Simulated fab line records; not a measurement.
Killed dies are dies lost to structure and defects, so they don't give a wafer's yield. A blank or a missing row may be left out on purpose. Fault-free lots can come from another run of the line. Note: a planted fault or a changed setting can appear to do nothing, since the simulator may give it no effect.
Which tool was responsible?    flow n5 finfet    10 lots with 30 wafers sampled at 5 steps, on a route of 1938 steps

## WHAT THE GAUGES SHOWED, per wafer
N5_BEOL_M2_CD_MEAS_11: the cd target is 16.79 nm. Usual: 16.90 nm for cd nm, sd 0.23.
lot   measured      on         cd nm (nm)         flag
L390  day 6 16:32   cd sem-03  16.74 17.03 16.97  
L394  day 7 20:15   cd sem-02  16.71 16.89 16.50  
L395  day 7 23:30   cd sem-02  16.77 16.76 16.94  
L396  day 8 04:14   cd sem-01  17.25 16.77 16.47  
L398  day 8 17:47   cd sem-01  16.90 16.59 16.99  
L399  day 8 20:03   cd sem-02  17.36 17.20 16.99  
L401  day 10 07:49  cd sem-03  16.89 16.94 16.86  
L406  day 11 10:18  cd sem-03  17.23 16.89 16.89  
L407  day 11 22:01  cd sem-03  17.00 16.80 17.25  
L411  day 12 10:38  cd sem-03  16.74 16.73 16.58  

N5_BEOL_M2_OCD_MEAS_38. Usual: 55.3 nm for trench depth nm, sd 0.98.
lot   measured      on      trench depth nm (nm)  flag
L390  day 7 04:16   ocd-02  56.4 55.7 56.5        
L394  day 8 08:58   ocd-01  54.7 54.8 54.3        
L395  day 8 09:31   ocd-02  55.7 55.3 55.7        
L396  day 8 16:24   ocd-01  56.2 55.1 55.1        
L398  day 9 00:33   ocd-01  54.7 55.2 55.9        
L399  day 9 01:05   ocd-02  55.3 56.0 54.6        
L401  day 10 23:51  ocd-01  54.4 54.8 56.6        
L406  day 11 12:35  ocd-01  56.8 55.3 54.8        
L407  day 12 06:13  ocd-02  53.9 55.2 54.6        
L411  day 12 15:07  ocd-01  55.4 56.6 53.2        

N5_BEOL_M4_RC_MEAS_101. Usual: DIBL_N 36.0 mV/V, standard deviation 1.9; DIBL_P 35.6 mV/V, standard deviation 2.2; IOFF_N 0.15 nA/um, standard deviation 0.031; IOFF_P 0.19 nA/um, standard deviation 0.032; ION_N 668 uA/um, standard deviation 11; ION_P 455 uA/um, standard deviation 7.2; SS_N 71.5 mV/dec, standard deviation 0.65; SS_P 73.4 mV/dec, standard deviation 0.64; VT_N 251 mV, standard deviation 3.6; VT_P -253 mV, standard deviation 3.3.
lot   measured      on         DIBL_N (mV/V)   DIBL_P (mV/V)   IOFF_N (nA/um)  IOFF_P (nA/um)  ION_N (uA/um)  ION_P (uA/um)  SS_N (mV/dec)   SS_P (mV/dec)   VT_N (mV)    VT_P (mV)       flag
L390  day 8 22:11   prober-01  36.4 35.7 37.5  35.6 34.2 36.3  0.15 0.14 0.17  0.21 0.19 0.22  671 664 675    461 460 457    70.7 70.1 71.0  73.6 73.3 73.7  249 251 250  -249 -251 -250  
L394  day 9 23:53   prober-01  34.7 40.0 37.7  34.5 38.0 36.0  0.14 0.23 0.18  0.19 0.25 0.22  665 681 669    458 457 465    70.7 72.7 71.5  72.5 74.4 74.2  252 249 249  -251 -250 -251  
L395  day 11 01:40  prober-02  33.2 38.8 34.7  32.0 39.7 34.8  0.11 0.21 0.13  0.14 0.25 0.18  649 672 658    441 453 454    72.3 73.0 71.3  71.9 73.9 73.4  260 246 255  -256 -249 -252  
L396  day 11 01:13  prober-01  37.8 38.2 36.1  38.5 39.4 37.7  0.18 0.19 0.16  0.21 0.23 0.21  682 678 677    457 459 466    72.4 72.5 71.5  73.8 73.5 73.6  249 249 248  -252 -253 -252  
L398  day 11 08:01  prober-02  34.0 34.2 32.9  33.2 32.6 32.8  0.12 0.12 0.11  0.19 0.17 0.17  650 660 665    452 453 458    71.2 71.1 71.4  72.7 72.7 72.7  255 257 254  -251 -255 -254  
L399  day 12 13:13  prober-02  33.7 35.4 32.5  33.8 35.8 33.3  0.13 0.15 0.12  0.17 0.20 0.17  657 668 651    458 461 450    71.4 71.9 71.5  72.4 73.1 72.8  254 248 256  -252 -252 -252  
L401  day 13 04:21  prober-02  33.7 33.0 34.4  31.6 31.3 33.1  0.12 0.12 0.13  0.15 0.15 0.17  657 653 658    449 451 456    70.3 70.8 70.9  73.2 72.9 73.0  254 254 253  -255 -258 -253  
L406  day 13 20:47  prober-01  34.9 35.5 33.6  35.3 36.0 34.6  0.14 0.15 0.13  0.18 0.20 0.18  667 662 667    454 450 461    71.1 71.2 71.0  73.0 73.4 73.0  251 249 251  -253 -248 -252  
L407  day 14 10:49  prober-01  38.0 36.8 38.8  36.6 34.7 37.1  0.17 0.14 0.18  0.21 0.18 0.21  677 666 683    463 459 461    70.9 71.3 72.0  74.0 73.7 73.4  249 248 248  -251 -253 -250  
L411  day 14 13:58  prober-02  38.4 35.8 36.5  38.5 34.8 36.0  0.20 0.15 0.17  0.25 0.20 0.22  679 679 675    460 463 465    72.8 71.7 72.1  73.9 73.3 74.1  247 251 250  -249 -251 -252  

## EACH LOT AND THE TOOL THAT RAN IT (in order: tool; ch and the chambers of the sampled wafers; start)
lot   N5_BEOL_M2_STRIP_66                 N5_BEOL_M2_ETCH_70
L390  rie diel-06 ch 0,3, day 6 17:01     rie diel-01 ch 0,3, day 7 03:53
L394  rie diel-04 ch 0,1,2, day 7 20:35   rie diel-06 ch 1,3, day 8 08:36
L395  rie diel-04 ch 0,2,3, day 7 23:50   rie diel-04 ch 0,1,3, day 8 09:09
L396  rie diel-04 ch 0,2, day 8 04:44     rie diel-04 ch 1,2,3, day 8 16:02
L398  rie diel-06 ch 0,1,2, day 8 18:07   rie diel-04 ch 1,2, day 9 00:11
L399  rie diel-01 ch 0,2, day 8 20:37     rie diel-04 ch 1,2, day 9 00:43
L401  rie diel-04 ch 0,2,3, day 10 08:09  rie diel-01 ch 1,2,3, day 10 23:29
L406  rie diel-01 ch 0,3, day 11 10:38    rie diel-04 ch 0,2,3, day 11 12:13
L407  rie diel-01 ch 0,2, day 11 22:28    rie diel-04 ch 2,3, day 12 05:51
L411  rie diel-06 ch 1,2,3, day 12 10:58  rie diel-01 ch 0,2,3, day 12 14:46
- N5_BEOL_M2_STRIP_66: strips in CF4.
- N5_BEOL_M2_ETCH_70: etches SOC in N2/H2, target depth 80 nm, overetch 24 nm, time 130 s.

## WHAT THE TOOLS THEMSELVES READ (means of the sampled wafers that have a number; where no wafer has one, the mark that the record gives instead)
N5_BEOL_M2_STRIP_66. Usual: drypump motor current A 5.7 A, standard deviation 0.37; oes product au 0.80 a.u., standard deviation 0.081; rf vpp V 272.1 V, standard deviation 1.2; showerhead plenum p Torr 1.83 Torr, standard deviation 0.042; throttle valve pct 13.4 %, standard deviation 0.33.
lot   tool         drypump motor current A (A)  oes product au (a.u.)  rf vpp V (V)  showerhead plenum p Torr (Torr)  throttle valve pct (%)  flag
L390  rie diel-06  5.1                          0.70                   271.6         1.81                             13.6                    
L394  rie diel-04  6.1                          0.79                   271.8         1.82                             13.6                    
L395  rie diel-04  5.8                          0.85                   272.7         1.82                             13.3                    
L396  rie diel-04  6.1                          0.85                   272.4         1.82                             13.3                    
L398  rie diel-06  5.4                          0.81                   271.8         1.83                             13.4                    
L399  rie diel-01  5.9                          0.85                   272.5         1.88                             13.1                    
L401  rie diel-04  5.8                          0.83                   271.7         1.81                             13.3                    
L406  rie diel-01  5.5                          0.84                   271.4         1.85                             13.2                    
L407  rie diel-01  5.9                          0.82                   273.8         1.88                             13.2                    
L411  rie diel-06  5.4                          0.78                   271.1         1.77                             13.5                    

N5_BEOL_M2_ETCH_70. Usual: value, then standard deviation, for each; bias w 150.0 W / 0.46; drypump motor current A 5.7 A / 0.36; oes product au 0.60 a.u. / 0.061; rf vpp V 525.5 V / 2; run length s 153.5 s / 0.37; showerhead plenum p Torr 2.59 Torr / 0.068; throttle valve pct 17.6 % / 0.33.
lot   tool         bias w (W)  drypump motor current A (A)  oes product au (a.u.)  rf vpp V (V)  run length s (s)  showerhead plenum p Torr (Torr)  throttle valve pct (%)  flag
L390  rie diel-01  149.8       5.4                          0.66                   526.9         153.4             2.62                             17.4                    
L394  rie diel-06  149.8       5.1                          0.55                   521.3         153.2             2.46                             17.7                    
L395  rie diel-04  150.2       6.0                          0.63                   525.1         153.6             2.60                             17.5                    
L396  rie diel-04  150.1       5.9                          0.58                   526.5         153.5             2.57                             17.7                    
L398  rie diel-04  149.8       6.1                          0.53                   524.9         153.5             2.55                             18.0                    
L399  rie diel-04  150.4       6.0                          0.54                   524.5         153.6             2.55                             18.0                    
L401  rie diel-01  149.4       5.5                          0.58                   526.1         153.2             2.62                             17.7                    
L406  rie diel-04  -           5.9                          0.82                   524.8         118.8             2.55                             17.6                    OFF
L407  rie diel-04  -           5.8                          0.75                   523.6         118.7             2.52                             17.8                    OFF
L411  rie diel-01  149.6       5.7                          0.60                   526.1         153.1             2.65                             17.5                    

## THE ANSWER, worked out from the rows above alone
Rule: lot off if the mean of its wafers having a number is beyond 3 standard deviations from the usual mean. Also off: a lot with no number at a reading for which 4 or more lots have one. Where the step has rows for the other lots, those lots are counted as sound. After the gauges, taken in route order, come the tools' own readings; for these a lot's mean is taken, as printed above. The first step at which some lot is off is used, and at that step the reading that is off furthest; a lot without a number counts as furthest.
Off at N5_BEOL_M2_ETCH_70 (bias w): L406, L407. Without a number there: L406, L407.
If a tool, at that step or one of the process steps before it, ran each lot that is off and ran no sound lot following the first of them, it fits. Undecided on this evidence; 2 tools fit (rie diel-01 at N5_BEOL_M2_STRIP_66, rie diel-04 at N5_BEOL_M2_ETCH_70).

## WHAT THE SIMULATOR PUT IN
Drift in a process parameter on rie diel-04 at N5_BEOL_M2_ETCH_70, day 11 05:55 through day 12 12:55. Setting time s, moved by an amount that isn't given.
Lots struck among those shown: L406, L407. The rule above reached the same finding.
